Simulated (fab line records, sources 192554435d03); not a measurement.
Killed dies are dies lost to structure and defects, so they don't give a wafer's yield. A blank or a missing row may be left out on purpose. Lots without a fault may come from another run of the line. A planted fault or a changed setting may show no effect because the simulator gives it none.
Problem report in the 8D (eight disciplines) form, filled by code | flow n5_finfet | the parts of the form that need people (team, actions taken, sign-off) are left out

1. THE PROBLEM
M13_THK at N5_BEOL_M13_THK_MEAS_50 reads a mean of 812 nm on 3 wafers of 2 lots; wafers without a fault read 429 nm with a standard deviation of 6.8. That is +56 standard deviations from the usual mean.
The step: measures by xrf.
First seen on wafer L121.5, day 12 04:11, on film_metro-02. The record holds 34 wafers of 12 lots with a number at this step. Rule for "out", or "out of limits": more than 4 standard deviations from the usual mean. The other wafers with a number count as sound.

2. WHAT IT IS AND WHAT IT IS NOT
question                    | is                     | is not
which readings at this step | M13_THK                | -
which lots                  | L121, L122             | L118, L119, L129, L133, L134, L136, L137, L138, L139, L140
which wafers of those lots  | L121.5, L122.5, L122.6 | L121.1, L121.3, L122.1
read on which gauges        | film_metro-02          | film_metro-01
when                        | from day 12 04:11      | up to then (8 sound wafers); but 23 sound wafers of L122, L129, L133, L134, L136, L137, L138, L139, L140 came after

3. SUSPECTS, AND WHAT RULES EACH OUT
Counting: a tool at a process step up to the reading stays a suspect if it ran every lot that is out. Sound lots after the first of them don't rule it out here, since some wafers of a struck lot are sound.
- the gauge at N5_BEOL_M13_THK_MEAS_50: ruled out. All the wafers that are out were read on film_metro-02, but those of them that N5_BEOL_M13_CMP_49 has rows for are out there too, on other tools.
- plasma_asher-01 at N5_BEOL_M13_STRIP_37 (strips in N2/H2): kept. It ran every lot that is out, first L121 (day 12 01:13); its last sound lot up to then is L118 (day 10 21:28).
- rtp_anneal-01 at N5_BEOL_M13_ANNEAL_48 (time 90 s): kept. It ran every lot that is out, first L121 (day 12 03:35); its last sound lot up to then is L118 (day 10 22:17).
- cmp-01 at N5_BEOL_M13_CMP_49 (polishes, stops on SiOC, t overpolish 17.1 s, target thk 420 nm): kept. It ran every lot that is out, first L121 (day 12 03:58); its last sound lot up to then is L119 (day 11 03:37). Its own readings are out on those wafers: barrier_field_endpoint_s, overpolish_run_s.
- Within cmp-01 at N5_BEOL_M13_CMP_49: the wafers that are out ran in chambers 0, 3; their sound lot-mates ran in chambers 1, 2.
Left after counting: plasma_asher-01 at N5_BEOL_M13_STRIP_37, rtp_anneal-01 at N5_BEOL_M13_ANNEAL_48, cmp-01 at N5_BEOL_M13_CMP_49.

4. THE CAUSE (what the simulator had put in)
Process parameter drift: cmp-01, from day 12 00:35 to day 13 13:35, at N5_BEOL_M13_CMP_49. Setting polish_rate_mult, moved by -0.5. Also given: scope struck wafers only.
Counting left 3 suspects, and this tool is among them.

5. THE CHAIN OF EFFECTS, in route order
Each row: a reading whose mean over the struck wafers that have a number lies more than 3 standard deviations from the usual. Only readings for which the record gives a usual standard deviation are gone through. hours: the time from each lot's start at the first step in this table that gives one to its start at this step, as a median over the lots. sigmas: the change in usual standard deviations.
hours | step                    | reading                  | usual    | on struck wafers | change  | sigmas
0     | N5_BEOL_M13_CMP_49      | barrier_field_endpoint_s | 30.6 s   | 60.5             | +29.9   | +50
0     | N5_BEOL_M13_CMP_49      | overpolish_run_s         | 17.100 s | 1.181            | -15.919 | -99 or more
0     | N5_BEOL_M13_THK_MEAS_50 | M13_THK                  | 429 nm   | 812              | +383    | +56
0     | N5_BEOL_M13_INSPECT_55  | raw_defect_count         | 66       | 3094             | +3028   | +99 or more
26    | N5_PASSIVATION_PROBE_49 | killed_at_M4_up          | 15       | 1100             | +1085   | +99 or more
26    | N5_PASSIVATION_PROBE_49 | killed_dies              | 102      | 1180             | +1078   | +72
26    | N5_PASSIVATION_PROBE_49 | killed_on_rim            | 13       | 152              | +139    | +38
The process steps in it:
- N5_BEOL_M13_CMP_49: polishes, stops on SiOC, t overpolish 17.1 s, target thk 420 nm.
- N5_PASSIVATION_PROBE_49

6. WHAT WOULD HAVE CAUGHT IT SOONER
In this record the first reading out of limits at a measuring or inspecting step was taken at day 12 04:11, 4 hours after the fault began at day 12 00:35.
The tool's own readings at N5_BEOL_M13_CMP_49 were out on every struck wafer that the step has a row for (barrier_field_endpoint_s, overpolish_run_s): an alarm limit on them would have fired on the first of those.
Of the lots that are out (2), L122 began N5_BEOL_M13_CMP_49 on cmp-01 after day 12 04:11. A hold on the tool at that time would have spared it.
